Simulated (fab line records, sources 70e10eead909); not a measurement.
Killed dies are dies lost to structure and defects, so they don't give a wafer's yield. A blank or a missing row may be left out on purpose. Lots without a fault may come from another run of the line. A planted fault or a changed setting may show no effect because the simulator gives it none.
fab line records | flow nand_harc
record lots=7 wafers=19 last_day=25
route steps=1159 shown A_CHANNEL_HOLE_D1@460 END@1159
lots that met no fault: from a run of the same line without faults
start_h: hours from the record's first day to the start of the lot's first wafer shown | wait_h: hours since the lot's step before | " the same as in the row above | L1.1+2: a row that stands for several wafers | - no value, or no start given | * or withheld: withheld | < > ~ a bound
route shown NAME@n: a module of which the file shows steps, and the number in the route of the first | usual: mean/standard deviation of fault-free wafers | same: alike in all rows | chamber/n: place in a boat | sites: the reading at each site | _std_site: their standard deviation | _edge_site: outer sites' mean less inner sites' | radius_mm: how far each site lies from the wafer's centre | mask NAME#n: copy n | behind: the tool/chamber that last shaped the wafer | hold: why the lot was held/for how many hours/how that ended | device: the transistor (n, p or np) that didn't switch | end of line: the same wafers' tests at the end of the route | a step without rows: its recipe alone | killed: dies lost to structure and defects at the first sort, not the wafer's yield | map: a wafer's dies, x killed, . not, _ none there
set.NAME: the setting as run; set.NAME@STEP: as run at that earlier step | model.NAME: the simulator's own value behind a step, which no gauge read
lots at some steps of the route; a table a step, a row a wafer
services: from which hour (start_h, from the record's first day; less than 0 if before it) a tool's chamber was out of use, for how many hours, and why
## steps
# step NHARC_A_CHANNEL_HOLE_D1_PEB_08
# recipe peb_temp_c=100 peb_time_s=65
# step NHARC_A_CHANNEL_HOLE_D1_DEVELOP_09
# recipe develop_time_s=35 dev_temp_c=23
# step NHARC_A_CHANNEL_HOLE_D1_CD_MEAS_10
# recipe target_cd_nm=100 landing_energy_ev=500
# usual cd_nm=100.2/0.47
# columns lot.wafer tool chamber start_h wait_h cd_nm
L386.1 cd_sem-02 0 193.34 - 100.2
L386.3 " 0 " " 100.1
L386.5 " 0 " " 100.0
L391.4 cd_sem-01 0 203.21 - 100.7
L391.5 " 0 " " 100.4
L391.6 " 0 " " 100.7
L399.2 cd_sem-01 0 269.07 - 100.6
L399.5 " 0 " " 100.5
L402.1 cd_sem-01 0 274.19 - 100.9
L402.3 " 0 " " 100.3
L402.5 " 0 " " 100.9
L405.1 cd_sem-03 0 290.79 - 100.2
L405.2 " 0 " " 99.7
L405.3 " 0 " " 99.6
L404.4 cd_sem-01 0 291.08 - 101.0
L404.6 " 0 " " 100.6
L407.1 cd_sem-01 0 314.44 - 100.5
L407.2 " 0 " " 100.9
L407.6 " 0 " " 101.1
# step NHARC_A_CHANNEL_HOLE_D1_OVL_MEAS_11
# usual overlay_x_nm=-0.1/0.82 overlay_y_nm=0.0/1
# columns lot.wafer tool chamber start_h wait_h overlay_x_nm overlay_y_nm
L386.1 overlay-01 - 193.43 - -0.6 0.6
L386.3 " - " " -0.8 -0.3
L386.5 " - " " -0.8 0.3
L391.4 overlay-01 - 203.29 - -0.1 0.5
L391.5 " - " " -0.1 1.0
L391.6 " - " " -0.3 1.1
L399.2 overlay-01 - 269.15 - -0.2 0.4
L399.5 " - " " 0.5 1.0
L402.1 overlay-01 - 274.28 - -1.0 -1.0
L402.3 " - " " -1.1 -1.0
L402.5 " - " " -0.7 -1.2
L405.1 overlay-01 - 290.88 - 1.2 1.4
L405.2 " - " " 1.6 1.1
L405.3 " - " " 2.0 0.9
L404.4 overlay-01 - 291.16 - -0.4 -0.6
L404.6 " - " " 0.0 0.3
L407.1 overlay-02 - 314.53 - -0.1 -1.2
L407.2 " - " " -0.6 -0.6
L407.6 " - " " -0.2 -1.4
# step NHARC_A_CHANNEL_HOLE_D1_INSPECT_12
# usual raw_defect_count=5.3/2.7
# columns lot.wafer tool chamber start_h wait_h hold raw_defect_count
L386.1 defect_inspect-01 - 193.47 0.0 - 3
L386.3 " - " " - 5
L386.5 " - " " - 5
L391.4 defect_inspect-02 - 203.33 0.0 - 4
L391.5 " - " " - 2
L391.6 " - " " - 3
L399.2 defect_inspect-01 - 269.19 0.0 await_dispo/0.2h/release 12
L399.5 " - " " await_dispo/0.2h/release 7
L399.2 defect_inspect-01 - 269.36 0.2 - 11
L399.5 " - " " - 5
L402.1 defect_inspect-02 - 274.32 0.0 - 6
L402.3 " - " " - 5
L402.5 " - " " - 3
L405.1 defect_inspect-02 - 290.91 0.0 - 4
L405.2 " - " " - 2
L405.3 " - " " - 7
L404.4 defect_inspect-01 - 291.20 0.0 - 4
L404.6 " - " " - 4
L407.1 defect_inspect-01 - 314.57 0.0 - 13
L407.2 " - " " - 8
L407.6 " - " " - 6
# step NHARC_A_CHANNEL_HOLE_D1_DESCUM_15
# recipe time_s=3 o2_flow_sccm=200 ar_flow_sccm=0 bias_power_w=0 chemistry=O2
# usual drypump_motor_current_A=5.91/0.29 oes_product_au=1.001/0.0076 rf_vpp_V=57.8/0.96 showerhead_plenum_p_Torr=1.93/0.08 throttle_valve_pct=11.311/0.0093
# columns lot.wafer tool chamber start_h wait_h hold drypump_motor_current_A oes_product_au rf_hours_counter_h rf_vpp_V showerhead_plenum_p_Torr throttle_valve_pct
L386.1 rie_diel-10 1 193.55 0.1 - 5.19 0.989 1 58.2 1.95 11.315
L386.3 " 2 " " - 5.98 1.005 1 56.5 1.83 11.291
L386.5 " 0 " " - 5.81 1.006 - 56.6 2.01 11.320
L391.4 rie_diel-03 1 203.41 0.1 - 6.14 1.011 9 57.0 1.96 11.312
L391.6 " 2 " " - 5.99 1.020 - 57.1 1.96 11.310
L391.5 " 3 " " - 6.02 1.006 - 58.5 2.06 11.296
L399.2 rie_diel-11 1 269.76 0.4 await_dispo/0.3h/release 6.26 1.001 6 58.4 1.83 11.314
L399.5 " 1 " " await_dispo/0.3h/release 6.26 0.995 - 58.3 1.83 11.297
L402.3 rie_diel-03 1 274.38 0.1 - 6.14 1.003 3 56.4 1.95 11.315
L402.1 " 3 " " - 6.07 0.994 3 58.6 2.06 11.305
L402.5 " 2 " " - 6.04 0.991 - 58.0 1.96 11.319
L405.3 rie_diel-10 1 290.97 0.1 - 5.19 1.007 9 57.9 1.94 11.308
L405.2 " 2 " " - 5.99 1.011 9 57.0 1.83 11.301
L405.1 " 0 " " - 5.81 0.995 10 59.0 2.00 11.308
L404.4 rie_diel-03 0 291.26 0.1 - 5.68 1.005 3 57.7 1.90 11.305
L404.6 " 3 " " - 6.07 1.002 - 58.4 2.06 11.305
L407.1 rie_diel-03 0 314.63 0.1 - 5.70 0.989 4 57.0 1.90 11.301
L407.2 " 1 " " - 6.15 1.005 5 57.9 1.95 11.311
L407.6 " 1 " " - 6.14 0.992 - 58.3 1.95 11.326
# step NHARC_A_CHANNEL_HOLE_D1_ETCH_38
# recipe target_depth_a=390 over_etch_frac=0.3 time_s=65 ion_energy_ev=80 cf4_flow_sccm=150 ar_flow_sccm=0 rf_w=300 bias_w=100 chemistry=CF4
# step NHARC_A_CHANNEL_HOLE_D1_ETCH_39
# recipe target_depth_a=2600 over_etch_frac=0.3 time_s=325 ion_energy_ev=200 n2_flow_sccm=150 h2_flow_sccm=150 ar_flow_sccm=0 rf_w=400 bias_w=150 chemistry=N2/H2
# step NHARC_A_CHANNEL_HOLE_D1_ETCH_34
# recipe target_depth_a=1540 time_s=77 cf4_flow_sccm=100 chf3_flow_sccm=30 ar_flow_sccm=0 rf_w=500 bias_w=200 chemistry=CF4/CHF3
# step NHARC_A_CHANNEL_HOLE_D1_ETCH_16
# recipe target_depth_a=31000 over_etch_frac=0.3 time_s=806 ion_energy_ev=150 o2_flow_sccm=400 cos_flow_sccm=20 ar_flow_sccm=0 rf_w=500 bias_w=300 chemistry=O2/COS
# step NHARC_A_CHANNEL_HOLE_D1_CD_MEAS_18
# usual cd_nm=100.1/1.4
# columns lot.wafer tool chamber start_h wait_h cd_nm
L386.1 cd_sem-01 - 194.63 - 97.2
L386.3 " - " " 99.8
L386.5 " - " " 96.6
L391.4 cd_sem-01 - 204.50 - 99.5
L391.5 " - " " 96.9
L391.6 " - " " 100.4
L399.2 cd_sem-02 - 271.30 - 100.2
L399.5 " - " " 102.0
L402.1 cd_sem-02 - 275.48 - 99.0
L402.3 " - " " 100.2
L402.5 " - " " 99.6
L405.1 cd_sem-02 - 292.08 - 99.6
L405.2 " - " " 101.1
L405.3 " - " " 98.8
L404.4 cd_sem-02 - 292.37 - 101.0
L404.6 " - " " 99.7
L407.1 cd_sem-02 - 315.74 - 100.9
L407.2 " - " " 99.3
L407.6 " - " " 98.8
# step NHARC_A_CHANNEL_HOLE_D1_ETCH_19
# recipe bias_v=1200 source_w=2500 pressure_mtorr=15 time_s=34.5 ar_flow_sccm=375 c4f8_flow_sccm=28.8 o2_flow_sccm=96.2 temp_c=-20 target_depth_a=* chemistry=C4F8/O2/Ar
# step NHARC_A_CHANNEL_HOLE_D1_ETCH_20
# recipe bias_v=3000 source_w=withheld pressure_mtorr=20 time_s=361.9 ar_flow_sccm=375 c4f8_flow_sccm=89.3 o2_flow_sccm=35.7 temp_c=-20 target_depth_a=16000 chemistry=C4F8/O2/Ar
# usual drypump_motor_current_A=6.0/0.39 showerhead_plenum_p_Torr=3.83/0.046 throttle_valve_pct=32.156/0.0099
# columns lot.wafer tool chamber start_h wait_h drypump_motor_current_A rf_hours_counter_h showerhead_plenum_p_Torr throttle_valve_pct
L386.1 har_etch-01 1 194.87 0.1 6.2 198 3.82 32.163
L386.3 " 0 " " 6.5 - 3.76 32.166
L386.5 " 1 " " 6.3 - 3.82 32.152
L391.4 har_etch-02 1 204.78 0.2 6.2 - 3.87 32.168
L391.5 " 1 " " 6.2 - 3.87 32.147
L391.6 " 0 " " 5.4 - 3.87 32.143
L399.2 har_etch-01 1 271.54 0.1 6.2 228 3.80 32.140
L399.5 " 1 " " 6.2 - 3.80 32.155
L402.1 har_etch-01 1 275.67 0.1 6.2 235 3.80 32.153
L402.3 " 0 " " 6.5 - 3.74 32.164
L402.5 " 0 " " 6.5 - 3.74 32.146
L405.2 har_etch-02 0 292.27 0.1 5.5 153 3.85 32.148
L405.1 " 1 " " 6.2 153 3.85 32.159
L405.3 " 1 " " 6.2 - 3.85 32.148
L404.4 har_etch-01 1 293.91 0.2 6.2 - 3.80 32.161
L404.6 " 1 " " 6.2 - 3.80 32.161
L407.2 har_etch-02 0 319.70 0.1 5.5 164 3.84 32.153
L407.1 " 1 " " 6.2 164 3.84 32.148
L407.6 " 0 " " 5.5 - 3.84 32.135
# step NHARC_A_CHANNEL_HOLE_D1_ETCH_21
# recipe bias_v=3000 source_w=withheld pressure_mtorr=20 time_s=514.3 ar_flow_sccm=375 c4f8_flow_sccm=89.3 o2_flow_sccm=35.7 temp_c=-20 target_depth_a=16000 chemistry=C4F8/O2/Ar
# step NHARC_A_CHANNEL_HOLE_D1_ETCH_22
# recipe bias_v=3000 source_w=withheld pressure_mtorr=20 time_s=666.7 ar_flow_sccm=375 c4f8_flow_sccm=89.3 o2_flow_sccm=35.7 temp_c=-20 target_depth_a=16000 chemistry=C4F8/O2/Ar
# usual drypump_motor_current_A=6.0/0.39 showerhead_plenum_p_Torr=3.83/0.046 throttle_valve_pct=32.155/0.0092
# columns lot.wafer tool chamber start_h wait_h drypump_motor_current_A rf_hours_counter_h showerhead_plenum_p_Torr throttle_valve_pct
L386.1 har_etch-01 1 195.67 0.4 6.2 198 3.82 32.155
L386.3 " 0 " " 6.5 - 3.76 32.149
L386.5 " 1 " " 6.2 - 3.82 32.157
L391.4 har_etch-02 1 205.62 0.4 6.2 - 3.87 32.155
L391.5 " 1 " " 6.2 - 3.87 32.160
L391.6 " 0 " " 5.5 - 3.87 32.154
L399.2 har_etch-01 1 272.34 0.4 6.3 228 3.80 32.165
L399.5 " 1 " " 6.3 - 3.80 32.141
L402.1 har_etch-01 1 276.43 0.4 6.2 235 3.80 32.158
L402.3 " 0 " " 6.5 - 3.74 32.163
L402.5 " 0 " " 6.5 - 3.74 32.169
L405.2 har_etch-02 0 293.02 0.4 5.5 154 3.85 32.160
L405.1 " 1 " " 6.2 154 3.84 32.160
L405.3 " 1 " " 6.2 - 3.85 32.157
L404.4 har_etch-01 1 294.79 0.4 6.3 - 3.80 32.156
L404.6 " 1 " " 6.2 - 3.80 32.167
L407.2 har_etch-02 0 320.45 0.4 5.5 165 3.84 32.171
L407.1 " 1 " " 6.2 165 3.84 32.149
L407.6 " 0 " " 5.5 - 3.84 32.153
# step NHARC_A_CHANNEL_HOLE_D1_ETCH_23
# recipe bias_v=5000 source_w=withheld pressure_mtorr=20 time_s=819 ar_flow_sccm=375 c4f8_flow_sccm=89.3 o2_flow_sccm=35.7 temp_c=-20 target_depth_a=16000 chemistry=C4F8/O2/Ar
# step NHARC_A_CHANNEL_HOLE_D1_ETCH_24
# recipe bias_v=5000 source_w=withheld pressure_mtorr=20 time_s=906.2 ar_flow_sccm=375 c4f8_flow_sccm=93.8 o2_flow_sccm=31.2 temp_c=-20 target_depth_a=15000 chemistry=C4F8/O2/Ar
# usual drypump_motor_current_A=6.0/0.38 showerhead_plenum_p_Torr=3.82/0.046 throttle_valve_pct=32.235/0.0091
# columns lot.wafer tool chamber start_h wait_h drypump_motor_current_A rf_hours_counter_h showerhead_plenum_p_Torr throttle_valve_pct
L386.1 har_etch-01 1 196.96 0.6 6.2 200 3.82 32.227
L386.3 " 0 " " 6.5 - 3.75 32.248
L386.5 " 1 " " 6.2 - 3.82 32.240
L391.4 har_etch-02 1 206.94 0.6 6.2 - 3.86 32.231
L391.5 " 1 " " 6.2 - 3.86 32.245
L391.6 " 0 " " 5.5 - 3.86 32.233
L399.2 har_etch-01 1 273.64 0.6 6.2 230 3.80 32.223
L399.5 " 1 " " 6.2 - 3.80 32.245
L402.1 har_etch-01 1 277.70 0.6 6.2 237 3.79 32.224
L402.3 " 0 " " 6.5 - 3.73 32.236
L402.5 " 0 " " 6.5 - 3.73 32.241
L405.2 har_etch-02 0 294.29 0.6 5.5 155 3.84 32.244
L405.1 " 1 " " 6.2 155 3.84 32.235
L405.3 " 1 " " 6.2 - 3.84 32.250
L404.4 har_etch-01 1 296.14 0.6 6.2 - 3.79 32.235
L404.6 " 1 " " 6.2 - 3.79 32.233
L407.2 har_etch-02 0 321.71 0.6 5.5 166 3.83 32.236
L407.1 " 1 " " 6.1 166 3.83 32.242
L407.6 " 0 " " 5.5 - 3.83 32.243
# step NHARC_A_CHANNEL_HOLE_D1_ETCH_25
# recipe bias_v=5000 source_w=withheld pressure_mtorr=20 time_s=1040.2 ar_flow_sccm=375 c4f8_flow_sccm=93.8 o2_flow_sccm=31.2 temp_c=-20 target_depth_a=15000 chemistry=C4F8/O2/Ar
# usual drypump_motor_current_A=6.0/0.39 showerhead_plenum_p_Torr=3.82/0.046 throttle_valve_pct=32.236/0.0089
# columns lot.wafer tool chamber start_h wait_h drypump_motor_current_A rf_hours_counter_h showerhead_plenum_p_Torr throttle_valve_pct
L386.1 har_etch-01 1 197.75 0.7 6.2 200 3.81 32.234
L386.3 " 0 " " 6.5 - 3.75 32.225
L386.5 " 1 " " 6.2 - 3.81 32.239
L391.4 har_etch-02 1 207.74 0.7 6.2 - 3.86 32.241
L391.5 " 1 " " 6.2 - 3.86 32.213
L391.6 " 0 " " 5.5 - 3.86 32.227
L399.2 har_etch-01 1 274.42 0.7 6.2 230 3.80 32.232
L399.5 " 1 " " 6.2 - 3.80 32.240
L402.1 har_etch-01 1 278.45 0.6 6.2 237 3.79 32.238
L402.3 " 0 " " 6.5 - 3.73 32.240
L402.5 " 0 " " 6.5 - 3.73 32.266
L405.2 har_etch-02 0 295.05 0.6 5.5 156 3.84 32.240
L405.1 " 1 " " 6.2 156 3.84 32.243
L405.3 " 1 " " 6.2 - 3.84 32.243
L404.4 har_etch-01 1 296.96 0.7 6.2 - 3.79 32.231
L404.6 " 1 " " 6.2 - 3.79 32.228
L407.2 har_etch-02 0 322.49 0.6 5.5 167 3.83 32.242
L407.1 " 1 " " 6.2 167 3.83 32.220
L407.6 " 0 " " 5.5 - 3.83 32.241
# step NHARC_A_CHANNEL_HOLE_D1_ETCH_26
# recipe bias_v=300 source_w=2000 pressure_mtorr=30 time_s=224.1 ar_flow_sccm=375 c4f8_flow_sccm=11.4 o2_flow_sccm=113.6 temp_c=-20 target_depth_a=3000 chemistry=C4F8/O2/Ar
# step NHARC_A_CHANNEL_HOLE_D1_ETCH_33
# recipe bias_v=400 source_w=2000 pressure_mtorr=25 time_s=90 ar_flow_sccm=375 c4f8_flow_sccm=41.7 o2_flow_sccm=83.3 temp_c=-20 target_depth_a=4000 chemistry=C4F8/O2/Ar
# step NHARC_A_CHANNEL_HOLE_D1_STRIP_41
# recipe n2_flow_sccm=150 h2_flow_sccm=150 ar_flow_sccm=0 bias_w=0 chemistry=N2/H2
# step NHARC_A_CHANNEL_HOLE_D1_STRIP_42
# recipe cf4_flow_sccm=100 chf3_flow_sccm=30 ar_flow_sccm=0 bias_w=0 chemistry=CF4/CHF3
# step NHARC_A_CHANNEL_HOLE_D1_STRIP_43
# recipe o2_flow_sccm=400 cos_flow_sccm=20 ar_flow_sccm=0 bias_w=0 chemistry=O2/COS
# step NHARC_A_CHANNEL_HOLE_D1_ETCH_44
# recipe target_depth_a=1400 overetch_a=140 time_s=77 ion_energy_ev=100 cf4_flow_sccm=80 o2_flow_sccm=20 ar_flow_sccm=0 rf_w=300 bias_w=100 chemistry=CF4/O2
# step NHARC_A_CHANNEL_HOLE_D1_STRIP_27
# recipe o2_flow_sccm=500 ar_flow_sccm=0 bias_w=0 chemistry=O2
# usual drypump_motor_current_A=5.98/0.23 oes_product_au=0.998/0.0078 rf_vpp_V=58.0/0.97 showerhead_plenum_p_Torr=3.57/0.12 throttle_valve_pct=17.037/0.0096
# columns lot.wafer tool chamber start_h wait_h drypump_motor_current_A oes_product_au rf_hours_counter_h rf_vpp_V showerhead_plenum_p_Torr throttle_valve_pct
L386.3 rie_diel-11 0 - - 6.09 0.988 0.1 57.5 3.50 17.036
L386.1 " 1 " " 6.26 0.998 0.1 58.2 3.39 17.040
L386.5 " 1 " " 6.26 0.990 - 56.0 3.40 17.036
L391.4 rie_diel-11 2 - - 5.90 0.993 0.6 57.7 3.71 17.041
L391.5 " 0 " " 6.08 1.003 - 57.8 3.49 17.030
L391.6 " 1 " " 6.25 0.991 - 56.7 3.40 17.041
L399.2 rie_diel-11 1 - - 6.28 1.004 6.9 57.2 3.39 17.031
L399.5 " 3 " " 6.05 0.988 - 58.9 3.64 17.049
L402.1 rie_diel-11 3 - - 6.10 0.998 5.4 59.0 3.64 17.038
L402.3 " 1 " " 6.25 0.990 7.9 56.3 3.39 17.025
L402.5 " 3 " " 6.08 0.986 - 57.1 3.64 17.056
L405.2 rie_diel-11 3 - - 6.07 0.989 5.9 59.0 3.64 17.043
L405.1 " 0 " " 6.06 1.003 7.9 56.6 3.49 17.037
L405.3 " 2 " " 5.89 1.007 5.4 59.6 3.71 17.028
L404.4 rie_diel-10 1 - - 5.20 0.993 10.1 58.7 3.58 17.028
L404.6 " 1 " " 5.20 0.997 - 57.9 3.58 17.026
L407.1 rie_diel-03 1 - - 6.14 1.000 6.2 57.6 3.60 17.022
L407.2 " 2 " " 6.08 1.010 6.2 58.1 3.60 17.036
L407.6 " 1 " " 6.14 1.001 - 57.7 3.60 17.041
# step NHARC_A_CHANNEL_HOLE_D1_PRECLEAN_28
# recipe time_s=* temp_c=50 bath_age_min=0 chemistry=SC1
# step NHARC_A_CHANNEL_HOLE_D1_SRD_29
# step NHARC_A_CHANNEL_HOLE_D1_CD_MEAS_30
# usual cd_nm=90.2/0.92
# columns lot.wafer tool chamber start_h wait_h cd_nm
L386.1 cd_sem-02 - 200.33 - 89.9
L386.3 " - " " 90.2
L386.5 " - " " 90.2
L391.4 cd_sem-03 - 210.08 - 90.3
L391.5 " - " " 89.3
L391.6 " - " " 90.5
L399.2 cd_sem-01 - 276.90 - 91.1
L399.5 " - " " 91.0
L402.1 cd_sem-03 - 281.08 - 91.1
L402.3 " - " " 91.4
L402.5 " - " " 91.4
L405.1 cd_sem-02 - 297.68 - 90.0
L405.2 " - " " 88.2
L405.3 " - " " 88.5
L404.4 cd_sem-03 - 299.15 - 91.5
L404.6 " - " " 88.6
L407.1 cd_sem-02 - 325.13 - 91.2
L407.2 " - " " 91.1
L407.6 " - " " 91.2
# step NHARC_A_CHANNEL_HOLE_D1_XSEM_31
# recipe landing_energy_ev=35000
# usual bot_cd_nm=74.6/1.1 bow_nm=8.7/0.33 tilt_deg=0.07/0.037
# columns lot.wafer tool chamber start_h wait_h bot_cd_nm bow_nm tilt_deg
L386.1 xsem-02 0 200.42 0.1 75.4 9.0 0.05
L386.3 " 0 " " 75.3 8.8 0.05
L386.5 " 0 " " 75.5 8.9 0.05
L391.4 xsem-01 0 210.17 0.1 76.9 9.1 0.05
L391.5 " 0 " " 75.7 9.2 0.05
L391.6 " 0 " " 76.6 9.2 0.05
L399.2 xsem-01 0 276.99 0.1 75.2 12.3 0.17
L399.5 " 0 " " 74.9 12.2 0.18
L402.1 xsem-02 0 281.17 0.1 75.6 11.8 0.07
L402.3 " 0 " " 76.0 8.9 0.07
L402.5 " 0 " " 76.3 8.8 0.07
L402.1 xsem-02 0 - - 75.5 - 0.12
L402.3 " 0 " " 75.4 - 0.12
L402.5 " 0 " " 76.0 - 0.12
L405.1 xsem-02 0 297.78 0.1 72.9 8.5 0.10
L405.2 " 0 " " 71.3 8.4 0.10
L405.3 " 0 " " 71.8 8.5 0.10
L404.4 xsem-01 0 299.24 0.1 75.7 11.2 0.10
L404.6 " 0 " " 72.7 11.2 0.11
L404.4 xsem-01 0 - - 77.0 - 0.05
L404.6 " 0 " " 74.9 - 0.05
L407.1 xsem-01 0 325.21 0.1 75.7 8.4 0.11
L407.2 " 0 " " 75.5 8.4 0.11
L407.6 " 0 " " 75.2 8.4 0.10
# step NHARC_A_CHANNEL_HOLE_D1_INSPECT_40
# usual raw_defect_count=55/17
# columns lot.wafer tool chamber start_h wait_h raw_defect_count
L386.1 defect_inspect-01 - 200.52 - 54
L386.3 " - " " 58
L386.5 " - " " 42
L391.4 defect_inspect-02 - 210.26 - 34
L391.5 " - " " 29
L391.6 " - " " 40
L399.2 defect_inspect-01 - 277.09 - 94
L399.5 " - " " 123
L402.1 defect_inspect-02 - 283.12 - 59
L402.3 " - " " 78
L402.5 " - " " 64
L405.1 defect_inspect-02 - 297.87 - 41
L405.2 " - " " 40
L405.3 " - " " 48
L404.4 defect_inspect-01 - 308.62 - 57
L404.6 " - " " 53
L407.1 defect_inspect-01 - 325.31 - 48
L407.2 " - " " 59
L407.6 " - " " 55
# step NHARC_END_SORT_01
# recipe temp_c=25
# usual killed_at_array=27/11 killed_at_other=0.7/0.93 killed_at_periphery=2.9/1.9 killed_dies=30/11 killed_open=3.1/1.7 killed_short=1.9/1.3
# same gross_dies=677
# columns lot.wafer tool chamber start_h wait_h killed_at_array killed_at_other killed_at_periphery killed_dies killed_open killed_short
L399.5 prober-01 0 537.59 3.7 43 2 1 46 1 6
# killed by level:class
L399.5 A_CHANNEL_HOLE_D1:chamber_film_flake=21 A_CONTACT:chamber_film_flake=12 A_WL_FILL:geometric_particle:short=2 THIN_TSV:chamber_film_flake=2 P_M0:geometric_particle:short=1 A_SOURCE_PLATE:geometric_particle:short=1 A_ONON_D1:geometric_particle:open=1 A_CHANNEL_FILL_D1:geometric_particle:short=1
## services
# columns tool chamber start_h hours kind
rie_diel-10 - 176.56 9.0 pm
rie_diel-11 2 177.64 3.7 repair
rie_diel-11 0 180.25 10.0 repair
rie_diel-11 - 180.76 0.7 repair
rie_diel-11 - 189.59 9.0 pm
rie_diel-11 1 189.59 9.0 vent_cycle
rie_diel-11 2 189.59 9.0 vent_cycle
rie_diel-11 3 189.59 9.0 vent_cycle
rie_diel-10 2 194.80 4.7 repair
rie_diel-11 0 198.59 - clean
rie_diel-11 3 199.41 2.0 repair
rie_diel-03 - 215.30 9.0 pm
rie_diel-11 - 226.43 1.0 repair
rie_diel-11 3 228.86 19.9 repair
rie_diel-03 0 230.80 11.2 repair
rie_diel-11 2 244.38 20.7 repair
xsem-02 - 302.00 14.0 pm
har_etch-01 - 305.97 17.0 pm
har_etch-01 0 305.97 17.0 vent_cycle
har_etch-01 1 305.97 17.0 vent_cycle
har_etch-01 0 322.97 - clean
har_etch-01 0 322.97 - consumable_replace:focus_ring
har_etch-01 1 322.97 - clean
har_etch-01 1 322.97 - consumable_replace:focus_ring
## key
first_sign step=NHARC_A_CHANNEL_HOLE_D1_XSEM_31 reading=visit direction=added
effect step=NHARC_A_CHANNEL_HOLE_D1_XSEM_31 reading=bow_nm direction=up sigmas=9.3 usual=8.7 struck=11.7
met_at NHARC_A_CHANNEL_HOLE_D1_ETCH_20
struck_wafers L399.2,L399.5,L402.1,L404.4,L404.6
tester_left_out L399,L402,L404
onset_between 194.87 271.54
fault kind=process_parameter_drift tool=har_etch-01 chamber=1 onset_h=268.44 steps=NHARC_A_CHANNEL_HOLE_D1_ETCH_20 channel=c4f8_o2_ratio offset=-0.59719 shape=step end_h=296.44 acts_in=these_recipes_only stated=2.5
# tester_left_out: of these lots the tester's yield and bins aren't shown, on N5 and GAA mostly nor the transistor test; their killed dies are dies lost to structure and defects alone, not to doping, threshold or leakage, so they don't give the yield
